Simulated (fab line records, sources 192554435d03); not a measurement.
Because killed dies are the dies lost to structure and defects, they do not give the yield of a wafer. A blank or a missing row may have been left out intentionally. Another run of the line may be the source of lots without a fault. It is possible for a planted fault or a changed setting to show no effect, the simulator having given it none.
Matching of chambers | flow n5_finfet | N5_BEOL_M7_ETCH_61 on rie_diel-03: 4 sister chambers
The step etches SiARC in CF4, target depth 45.5 nm, time 75.8 s. 16 wafers are shown with their chamber, then 8 later ones without.

== EACH WAFER AND ITS CHAMBER ==
wafer  | chamber | drypump_motor_current_A (A) | throttle_valve_pct (%) | showerhead_plenum_p_Torr (Torr)
L075.1 | 3       | 6.6                         | 15.30                  | 2.18
L075.2 | 0       | 4.9                         | 15.38                  | 2.15
L075.5 | 1       | 6.0                         | 16.08                  | 2.22
L080.3 | 3       | 6.6                         | 15.33                  | 2.18
L080.4 | 0       | 4.9                         | 15.39                  | 2.14
L080.5 | 2       | 5.8                         | 15.53                  | 2.14
L082.1 | 2       | 5.8                         | 15.53                  | 2.14
L082.2 | 1       | 6.1                         | 16.07                  | 2.21
L082.5 | 1       | 6.1                         | 16.08                  | 2.21
L085.3 | 1       | 6.0                         | 16.09                  | 2.21
L085.4 | 0       | 4.9                         | 15.40                  | 2.14
L085.5 | 3       | 6.6                         | 15.32                  | 2.18
L087.1 | 0       | 4.9                         | 15.44                  | 2.14
L087.2 | 3       | 6.6                         | 15.35                  | 2.17
L087.3 | 2       | 5.8                         | 15.55                  | 2.14
L086.3 | 0       | 4.9                         | 15.43                  | 2.14

SIGNATURES (averages over the wafers above)
reading                  | chamber 0 | chamber 1 | chamber 2 | chamber 3 | scatter within a chamber
drypump_motor_current_A  | 4.900     | 6.050     | 5.800     | 6.600     | 0.0289
throttle_valve_pct       | 15.4080   | 16.0800   | 15.5367   | 15.3250   | 0.0192
showerhead_plenum_p_Torr | 2.1420    | 2.2125    | 2.1400    | 2.1775    | 0.00438
Rule: distance of a wafer from a chamber = root of the sum over the readings of ((wafer's reading minus chamber's mean) / reading's scatter) squared. The wafer belongs to the nearest chamber; if the next one is less than 2 further off, it can't be placed. How the scatter is found: for the shown wafers, subtract from each reading the mean of its chamber, square and add these, divide the total by (wafers less chambers), then take the root.

== WAFERS WITHOUT THEIR CHAMBER ==
wafer  | drypump_motor_current_A (A) | throttle_valve_pct (%) | showerhead_plenum_p_Torr (Torr)
L086.4 | 6.6                         | 15.34                  | 2.17
L086.6 | 4.9                         | 15.42                  | 2.14
L088.1 | 5.8                         | 15.56                  | 2.14
L088.4 | 4.9                         | 15.45                  | 2.14
L088.6 | 6.7                         | 15.36                  | 2.17
L090.3 | 6.0                         | 16.12                  | 2.20
L090.4 | 4.9                         | 15.43                  | 2.14
L090.6 | 6.1                         | 16.14                  | 2.20

== EACH ONE'S CHAMBER ==
wafer  | from the rows above | in truth
L086.4 | 3                   | 3
L086.6 | 0                   | 0
L088.1 | 2                   | 2
L088.4 | 0                   | 0
L088.6 | 3                   | 3
L090.3 | 1                   | 1
L090.4 | 0                   | 0
L090.6 | 1                   | 1
8 of 8 placed correctly. Number that these rows cannot place: 0. Number placed wrongly: 0.
